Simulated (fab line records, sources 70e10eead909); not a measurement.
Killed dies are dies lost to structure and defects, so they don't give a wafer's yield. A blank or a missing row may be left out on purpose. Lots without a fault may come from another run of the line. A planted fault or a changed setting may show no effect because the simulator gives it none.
Which tool did it? | flow nand_harc | 13 lots, 38 wafers sampled, at 4 steps of a route of 1302

WHAT THE GAUGES READ, wafer by wafer
The record holds no reading of a measuring or inspecting step that can be judged against a usual standard deviation.

WHICH TOOL RAN EACH LOT (tool, then ch and the chambers of the sampled wafers, then the start)
lot  | NHARC_A_CHANNEL_HOLE_D1_ETCH_22  | NHARC_A_CHANNEL_FILL_D1_ALD_14   | NHARC_A_CHANNEL_FILL_D1_ETCHBACK_19 | NHARC_A_CHANNEL_FILL_D1_ETCHBACK_08
L185 | har_etch-01 ch 0,1, day 8 15:29  | ald_hk-01 ch 0,1,3, day 9 03:37  | rie_si-04 ch 0,3, day 9 20:26       | rie_diel-12 ch 0,2,3, no start
L184 | har_etch-02 ch 0,1, day 8 15:45  | ald_hk-04 ch 1,2, day 9 03:33    | rie_si-01 ch 0,1,3, day 9 20:27     | rie_diel-02 ch 0,2,3, no start
L186 | har_etch-01 ch 0,1, day 9 16:20  | ald_hk-04 ch 0,1,2, day 10 05:42 | rie_si-05 ch 0,1,2, day 11 00:01    | rie_diel-02 ch 1,3, no start
L187 | har_etch-01 ch 0,1, day 10 03:23 | ald_hk-03 ch 1,2,3, day 10 15:26 | rie_si-05 ch 0,1,2, day 11 08:26    | rie_diel-04 ch 0,1,3, no start
L188 | har_etch-02 ch 0,1, day 10 05:23 | ald_hk-01 ch 1,2,3, day 10 19:31 | rie_si-04 ch 0,1,3, day 11 12:40    | rie_diel-02 ch 0,1,2, no start
L190 | har_etch-01 ch 0, day 11 14:45   | ald_hk-01 ch 0,1, day 12 04:51   | rie_si-05 ch 1,3, day 12 22:11      | rie_diel-04 ch 0,2, no start
L198 | har_etch-01 ch 0,1, day 14 15:43 | ald_hk-03 ch 0,2,3, day 15 04:10 | rie_si-01 ch 0,1,2, day 15 21:14    | rie_diel-02 ch 0,2,3, no start
L199 | har_etch-02 ch 0,1, day 14 21:29 | ald_hk-04 ch 0,2,3, day 15 09:31 | rie_si-01 ch 1,2,3, day 16 02:33    | rie_diel-12 ch 0,1,2, no start
L200 | har_etch-01 ch 0,1, day 15 05:55 | ald_hk-01 ch 0,2, day 15 18:01   | rie_si-04 ch 0,2, day 16 11:05      | rie_diel-02 ch 0,1, no start
L201 | har_etch-02 ch 0,1, day 15 09:59 | ald_hk-01 ch 0,3, day 15 21:46   | rie_si-04 ch 0,1,3, day 16 15:31    | rie_diel-12 ch 1,2, no start
L202 | har_etch-02 ch 0,1, day 16 01:35 | ald_hk-03 ch 0,1,2, day 16 13:35 | rie_si-04 ch 0,2,3, day 17 07:02    | rie_diel-12 ch 2,3, no start
L205 | har_etch-02 ch 1, day 17 10:52   | ald_hk-04 ch 0,1,3, day 17 23:06 | rie_si-01 ch 0,1,3, day 18 16:13    | rie_diel-02 ch 2,3, no start
L207 | har_etch-02 ch 0,1, day 17 23:15 | ald_hk-03 ch 0,1,3, day 18 09:44 | rie_si-04 ch 0,1,3, day 19 02:38    | rie_diel-04 ch 0,1,2, no start
- NHARC_A_CHANNEL_HOLE_D1_ETCH_22: etches the open film in C4F8/O2/Ar, time 666.7 s, target depth 1600 nm.
- NHARC_A_CHANNEL_FILL_D1_ALD_14: deposits SiO2, target thk 2.5 nm, pulse time 10 s, ald cycles 25.
- NHARC_A_CHANNEL_FILL_D1_ETCHBACK_19: etches the open film in HBr/Cl2, target depth 5 nm, time 1.7 s.
- NHARC_A_CHANNEL_FILL_D1_ETCHBACK_08: etches the open film in C4F8, target depth 220 nm, time 110 s.

WHAT THE TOOLS THEMSELVES READ (means of the sampled wafers that have a number; where no wafer has one, the mark that the record gives instead)
NHARC_A_CHANNEL_HOLE_D1_ETCH_22. Usual: drypump_motor_current_A 5.8 A, standard deviation 0.57; mfc_ar_sccm 375.1 sccm, standard deviation 1; showerhead_plenum_p_Torr 3.66 Torr, standard deviation 0.14; throttle_valve_pct 32.156 %, standard deviation 0.0089.
lot  | tool        | drypump_motor_current_A (A) | mfc_ar_sccm (sccm) | showerhead_plenum_p_Torr (Torr) | throttle_valve_pct (%) | flag
L185 | har_etch-01 | 5.3                         | 375.5              | 3.64                            | 32.156                 |
L184 | har_etch-02 | 6.5                         | 374.8              | 3.50                            | 32.160                 |
L186 | har_etch-01 | 5.3                         | 375.4              | 3.68                            | 32.163                 |
L187 | har_etch-01 | 5.3                         | 373.8              | 3.67                            | 32.154                 |
L188 | har_etch-02 | 6.5                         | 375.6              | 3.49                            | 32.152                 |
L190 | har_etch-01 | 5.4                         | 376.4              | 3.57                            | 32.171                 |
L198 | har_etch-01 | 5.4                         | 375.0              | 3.64                            | 32.155                 |
L199 | har_etch-02 | 6.2                         | 374.8              | 3.72                            | 32.165                 |
L200 | har_etch-01 | 5.3                         | 375.2              | 3.63                            | 32.154                 |
L201 | har_etch-02 | 6.2                         | 374.8              | 3.72                            | 32.144                 |
L202 | har_etch-02 | 6.5                         | 374.3              | 3.81                            | 32.157                 |
L205 | har_etch-02 | 6.8                         | 374.7              | 3.91                            | 32.160                 |
L207 | har_etch-02 | 6.6                         | 376.6              | 3.91                            | 32.150                 |

NHARC_A_CHANNEL_FILL_D1_ALD_14. Usual: heater_power_w 463 W, standard deviation 39; precursor_pulse_height_rel 0.999, standard deviation 0.02.
lot  | tool      | heater_power_w (W) | precursor_pulse_height_rel | flag
L185 | ald_hk-01 | 474                | 1.002                      |
L184 | ald_hk-04 | 449                | 1.005                      |
L186 | ald_hk-04 | 463                | 1.001                      |
L187 | ald_hk-03 | 435                | 0.997                      |
L188 | ald_hk-01 | 466                | 1.015                      |
L190 | ald_hk-01 | 490                | 1.024                      |
L198 | ald_hk-03 | 434                | 1.006                      |
L199 | ald_hk-04 | 475                | 1.001                      |
L200 | ald_hk-01 | 449                | 0.991                      |
L201 | ald_hk-01 | 460                | 0.990                      |
L202 | ald_hk-03 | 462                | 0.983                      |
L205 | ald_hk-04 | 514                | 0.999                      |
L207 | ald_hk-03 | 441                | 1.001                      |

NHARC_A_CHANNEL_FILL_D1_ETCHBACK_19. Usual: drypump_motor_current_A 5.7 A, standard deviation 0.42; oes_product_au 0.997 a.u., standard deviation 0.0097; throttle_valve_pct 26.406 %, standard deviation 0.009.
lot  | tool      | drypump_motor_current_A (A) | oes_product_au (a.u.) | throttle_valve_pct (%) | flag
L185 | rie_si-04 | 5.7                         | 0.994                 | 26.409                 |
L184 | rie_si-01 | 5.8                         | 1.008                 | 26.409                 |
L186 | rie_si-05 | 5.5                         | 0.994                 | 26.404                 |
L187 | rie_si-05 | 5.5                         | 0.991                 | 26.406                 |
L188 | rie_si-04 | 5.7                         | 0.993                 | 26.399                 |
L190 | rie_si-05 | 5.7                         | 0.760                 | 26.416                 | OFF
L198 | rie_si-01 | 6.1                         | 0.998                 | 26.403                 |
L199 | rie_si-01 | 5.8                         | 0.995                 | 26.400                 |
L200 | rie_si-04 | 5.3                         | 0.999                 | 26.408                 |
L201 | rie_si-04 | 5.7                         | 0.996                 | 26.405                 |
L202 | rie_si-04 | 5.5                         | 0.993                 | 26.415                 |
L205 | rie_si-01 | 5.8                         | 0.992                 | 26.408                 |
L207 | rie_si-04 | 5.7                         | 1.002                 | 26.404                 |

NHARC_A_CHANNEL_FILL_D1_ETCHBACK_08. Usual: oes_product_au 0.96 a.u., standard deviation 0.036; rf_vpp_V 440.9 V, standard deviation 2.8.
lot  | tool        | oes_product_au (a.u.) | rf_vpp_V (V) | flag
L185 | rie_diel-12 | 0.92                  | 440.1        |
L184 | rie_diel-02 | 1.00                  | 442.0        |
L186 | rie_diel-02 | 1.00                  | 441.9        |
L187 | rie_diel-04 | 0.98                  | 443.1        |
L188 | rie_diel-02 | 0.99                  | 439.8        |
L190 | rie_diel-04 | 0.92                  | 440.6        |
L198 | rie_diel-02 | 0.93                  | 441.2        |
L199 | rie_diel-12 | 0.93                  | 441.9        |
L200 | rie_diel-02 | 1.01                  | 440.8        |
L201 | rie_diel-12 | 0.95                  | 441.0        |
L202 | rie_diel-12 | 0.94                  | 440.3        |
L205 | rie_diel-02 | 1.00                  | 439.9        |
L207 | rie_diel-04 | 1.00                  | 441.5        |

THE ANSWER, worked out from the rows above alone
Rule: a lot is off if the mean of its wafers that have a number lies more than 3 standard deviations from the usual mean. A lot without any number at a reading at which 4 lots or more have one is off too. The other lots that the step has rows for count as sound. The gauges are gone through in route order, then the tools' own readings, and for those a lot's mean is taken as printed above. The first step at which some lot is off is used, and at that step the reading that is off furthest; a lot without a number counts as furthest.
Off: L190, at NHARC_A_CHANNEL_FILL_D1_ETCHBACK_19 (oes_product_au).
A tool fits if, at that step or a process step before it, it ran every lot that is off, and no sound lot after the first of them. One fits: rie_si-05 at NHARC_A_CHANNEL_FILL_D1_ETCHBACK_19. Its last sound lot is L187 (day 11 08:26), its first lot that is off L190 (day 12 22:11): a fault that began between those two fits.
The tool's own readings at NHARC_A_CHANNEL_FILL_D1_ETCHBACK_19 bear it out: on the lots that are off they differ by more than 5 times the standard deviation of the sound lots' means. oes_product_au reads 0.760 a.u. there against 0.996 a.u. on the sound lots.

WHAT THE SIMULATOR HAD PUT IN
Process parameter drift: rie_si-05, from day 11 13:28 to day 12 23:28, at NHARC_A_CHANNEL_FILL_D1_ETCHBACK_19. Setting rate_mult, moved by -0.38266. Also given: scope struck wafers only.
Lots struck among those shown: L190. The rule above found the same.
